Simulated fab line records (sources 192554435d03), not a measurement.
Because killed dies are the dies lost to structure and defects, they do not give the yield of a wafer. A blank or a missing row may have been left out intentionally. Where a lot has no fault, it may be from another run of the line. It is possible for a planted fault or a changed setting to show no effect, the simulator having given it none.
Split-lot study ; flow n5_finfet ; on a route of 1938 steps: 7 lots, 21 wafers read

ON THE SPLIT
At N5_PMOS_HMC_CHANNEL_EPI_PEB_07 (peb time 60 s), the setting peb_time_s was moved away from the recipe's 60 s on 6 of the 21 wafers read, by -16.0% to +13.6%. All remaining wafers had this setting at the recipe value.

BETWEEN THE SPLIT AND THE READING: the file shows 1 step in between
- N5_PMOS_HMC_CHANNEL_EPI_DEVELOP_08: develop time 30 s (also split here: develop_time_s)

THE READING
At N5_PMOS_HMC_CHANNEL_EPI_CD_MEAS_09: cd_nm in nanometres, against a target cd of 237.4 nm. Fault-free wafers of this fab line usually give 236.9 nm, standard deviation 0.96 nm.

wafer;tool, chamber at the split;peb_time_s as run, s;against the recipe;cd_nm, nm;against lot-mates on the recipe
L074.3;litho_track-02, 0;60;recipe;238.8;-
L074.4;litho_track-02, 0;66.37;+10.6%;240.1;+1.3
L074.6;litho_track-02, 0;66.37;+10.6%;240.8;+2.0
L076.1;litho_track-03, 0;68.15;+13.6%;239.5;+3.0
L076.2;litho_track-03, 0;60;recipe;236.5;-
L076.6;litho_track-03, 0;68.15;+13.6%;240.2;+3.7
L078.1;litho_track-02, 0;60;recipe;236.2;-
L078.3;litho_track-02, 0;60;recipe;235.9;-
L078.5;litho_track-02, 0;60;recipe;235.6;-
L086.3;litho_track-02, 0;60;recipe;237.7;-
L086.4;litho_track-02, 0;60;recipe;238.6;-
L086.5;litho_track-02, 0;50.38;-16.0%;230.0;-8.1
L093.4;litho_track-02, 0;60;recipe;239.4;-
L093.5;litho_track-02, 0;60;recipe;239.2;-
L093.6;litho_track-02, 0;60;recipe;239.5;-
L095.4;litho_track-04, 0;60;recipe;236.4;-
L095.5;litho_track-04, 0;60;recipe;236.3;-
L095.6;litho_track-04, 0;60;recipe;236.3;-
L097.1;litho_track-02, 0;51.24;-14.6%;230.1;-7.6
L097.3;litho_track-02, 0;60;recipe;237.1;-
L097.6;litho_track-02, 0;60;recipe;238.3;-

FIT RESULTS
A straight line over all 21 wafers: cd_nm changes by +0.342 nm for each +1% of peb_time_s; r = +0.86; the points scatter about the line by 1.5 nm.
The same after taking each lot's own level away (the mean of its wafers on the recipe; 21 wafers): +0.355 nm for each +1%; r = +0.93; scatter 1 nm.
According to that fit, moving peb_time_s by its largest amount changes the reading by 5.7 nm.
Across the lots, their own levels run from 235.90 to 239.37 nm, a range of 3.6 times the standard deviation given above.
Hence the lot-to-lot level has little effect on the slope; both slopes agree.
Check: for one of the wafers moved furthest among these (-16.0%), held out of the fit, the line's prediction against its lot-mates is -5.38 nm. It came out at -8.15 nm against them.

OTHER SPLITS APPLIED TO THESE WAFERS
Other splits were also applied to these wafers ahead of the reading. Each is held against what the fit with the lots' levels taken away leaves over:
other split on the same wafers;wafers away from the commonest value;r with cd_nm (lot level and that fit taken away)
N5_WELL_APT_PEB_23 peb_time_s;11;-0.42
N5_WELL_APT_DESCUM_30 time_s;6;+0.00
N5_PMOS_HMC_CHANNEL_EPI_DEVELOP_08 develop_time_s;8;+0.37

THE WHOLE CHAIN: every reading that the file lists as answering this split, in the file's order
step;what it does;reading;change (the file's fit);r (the file's)
N5_PMOS_HMC_CHANNEL_EPI_CD_MEAS_09;target cd 237.4 nm;cd_nm;+0.398 nm for each +1% of the setting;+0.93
N5_PMOS_HMC_CHANNEL_EPI_DESCUM_14;chemistry O2, time 7.9 s;PMOS_HMC_CHANNEL_EPI.cd_nm (the simulator's own value, which no gauge read);+0.417 nm for each +1% of the setting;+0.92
N5_PMOS_HMC_CHANNEL_EPI_ETCH_32;etches BARC in N2/H2, stops on SiO2, target depth 85.8 nm, time 50.3 s;PMOS_HMC_CHANNEL_EPI.cd_nm (the simulator's own value, which no gauge read);+0.441 nm for each +1% of the setting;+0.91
N5_PMOS_HMC_CHANNEL_EPI_HM_OPEN_15;chemistry CHF3/O2, target SiO2, target depth 40.6 nm, time 20.3 s;PMOS_HMC_CHANNEL_EPI.cd_nm (the simulator's own value, which no gauge read);+0.445 nm for each +1% of the setting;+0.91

FILE'S OWN FIT
cd_nm changes by +0.398 nm for each +1% of peb_time_s, r = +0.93.
